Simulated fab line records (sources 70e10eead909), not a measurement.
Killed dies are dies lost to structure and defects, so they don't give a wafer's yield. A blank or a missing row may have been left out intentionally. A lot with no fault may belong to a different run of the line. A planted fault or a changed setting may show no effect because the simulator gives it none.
Chamber matching || flow nandHarc || aldHk-03 running NHARC_A_CHANNEL_FILL_D1_ALD_02: 4 sister chambers
The step deposits SiO2, target thk 6 nm, pulse time 10 s, ald cycles 60. 18 wafers are shown with their chamber, then 9 later ones without.

WAFERS, EACH WITH ITS CHAMBER
{"wafer": "L076.1", "chamber": 1, "heaterPowerW (W)": 444, "susceptorTempC (C)": 299.86, "precursorPulseHeightRel": 1.012}
{"wafer": "L076.4", "chamber": 2, "heaterPowerW (W)": 576, "susceptorTempC (C)": 300.38, "precursorPulseHeightRel": 1.015}
{"wafer": "L076.6", "chamber": 3, "heaterPowerW (W)": 415, "susceptorTempC (C)": 299.74, "precursorPulseHeightRel": 1.008}
{"wafer": "L079.1", "chamber": 2, "heaterPowerW (W)": 578, "susceptorTempC (C)": 300.14, "precursorPulseHeightRel": 1.002}
{"wafer": "L079.2", "chamber": 0, "heaterPowerW (W)": 498, "susceptorTempC (C)": 299.47, "precursorPulseHeightRel": 1.006}
{"wafer": "L079.6", "chamber": 0, "heaterPowerW (W)": 508, "susceptorTempC (C)": 299.88, "precursorPulseHeightRel": 1.010}
{"wafer": "L080.1", "chamber": 1, "heaterPowerW (W)": 444, "susceptorTempC (C)": 300.01, "precursorPulseHeightRel": 1.009}
{"wafer": "L080.2", "chamber": 2, "heaterPowerW (W)": 581, "susceptorTempC (C)": 300.39, "precursorPulseHeightRel": 0.999}
{"wafer": "L080.3", "chamber": 0, "heaterPowerW (W)": 517, "susceptorTempC (C)": 300.44, "precursorPulseHeightRel": 0.975}
{"wafer": "L082.1", "chamber": 0, "heaterPowerW (W)": 513, "susceptorTempC (C)": 299.78, "precursorPulseHeightRel": 1.004}
{"wafer": "L082.4", "chamber": 2, "heaterPowerW (W)": 566, "susceptorTempC (C)": 299.86, "precursorPulseHeightRel": 0.972}
{"wafer": "L082.5", "chamber": 2, "heaterPowerW (W)": 567, "susceptorTempC (C)": 300.11, "precursorPulseHeightRel": 0.972}
{"wafer": "L084.1", "chamber": 0, "heaterPowerW (W)": 505, "susceptorTempC (C)": 299.93, "precursorPulseHeightRel": 0.996}
{"wafer": "L084.4", "chamber": 1, "heaterPowerW (W)": 460, "susceptorTempC (C)": 300.01, "precursorPulseHeightRel": 1.027}
{"wafer": "L084.5", "chamber": 1, "heaterPowerW (W)": 454, "susceptorTempC (C)": 300.14, "precursorPulseHeightRel": 0.992}
{"wafer": "L086.1", "chamber": 1, "heaterPowerW (W)": 445, "susceptorTempC (C)": 300.00, "precursorPulseHeightRel": 0.996}
{"wafer": "L086.2", "chamber": 3, "heaterPowerW (W)": 424, "susceptorTempC (C)": 299.95, "precursorPulseHeightRel": 0.988}
{"wafer": "L086.3", "chamber": 0, "heaterPowerW (W)": 504, "susceptorTempC (C)": 300.17, "precursorPulseHeightRel": 1.010}

SIGNATURES (averages over the wafers above)
{"reading": "heaterPowerW", "chamber 0": 507.50, "chamber 1": 449.40, "chamber 2": 573.60, "chamber 3": 419.50, "scatter within a chamber": 6.88}
{"reading": "susceptorTempC", "chamber 0": 299.9450, "chamber 1": 300.0040, "chamber 2": 300.1760, "chamber 3": 299.8450, "scatter within a chamber": 0.24}
{"reading": "precursorPulseHeightRel", "chamber 0": 1.00017, "chamber 1": 1.00720, "chamber 2": 0.99200, "chamber 3": 0.99800, "scatter within a chamber": 0.0155}
Rule: for each reading, subtract the chamber's mean from the wafer's reading, divide by that reading's scatter and square the result; add these up over the readings and take the root, which gives the wafer's distance from the chamber. The wafer belongs to the nearest chamber; if the next one is less than 2 further off, it can't be placed. How the scatter is found: for the shown wafers, subtract from each reading the mean of its chamber, square and add these, divide the total by (wafers less chambers), then take the root.

WAFERS WITH NO CHAMBER GIVEN
{"wafer": "L088.4", "heaterPowerW (W)": 580, "susceptorTempC (C)": 300.21, "precursorPulseHeightRel": 1.016}
{"wafer": "L088.5", "heaterPowerW (W)": 585, "susceptorTempC (C)": 300.14, "precursorPulseHeightRel": 0.996}
{"wafer": "L088.6", "heaterPowerW (W)": 416, "susceptorTempC (C)": 300.09, "precursorPulseHeightRel": 0.945}
{"wafer": "L085.4", "heaterPowerW (W)": 451, "susceptorTempC (C)": 300.15, "precursorPulseHeightRel": 0.997}
{"wafer": "L085.5", "heaterPowerW (W)": 443, "susceptorTempC (C)": 300.02, "precursorPulseHeightRel": 0.987}
{"wafer": "L085.6", "heaterPowerW (W)": 591, "susceptorTempC (C)": 300.04, "precursorPulseHeightRel": 0.981}
{"wafer": "L090.2", "heaterPowerW (W)": 596, "susceptorTempC (C)": 299.95, "precursorPulseHeightRel": 0.988}
{"wafer": "L090.4", "heaterPowerW (W)": 454, "susceptorTempC (C)": 299.90, "precursorPulseHeightRel": 1.015}
{"wafer": "L090.5", "heaterPowerW (W)": 570, "susceptorTempC (C)": 300.09, "precursorPulseHeightRel": 1.016}

CHAMBER TAKEN BY EACH
{"wafer": "L088.4", "from the rows above": 2, "in truth": 2}
{"wafer": "L088.5", "from the rows above": 2, "in truth": 2}
{"wafer": "L088.6", "from the rows above": 3, "in truth": 3}
{"wafer": "L085.4", "from the rows above": 1, "in truth": 1}
{"wafer": "L085.5", "from the rows above": "can't be placed: 1 or 3", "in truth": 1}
{"wafer": "L085.6", "from the rows above": 2, "in truth": 2}
{"wafer": "L090.2", "from the rows above": 2, "in truth": 2}
{"wafer": "L090.4", "from the rows above": 1, "in truth": 1}
{"wafer": "L090.5", "from the rows above": 2, "in truth": 2}
8 of 9 placed correctly. Not placeable from these rows: 1 (in 1, the candidates include the true chamber). Wrongly placed: 0.
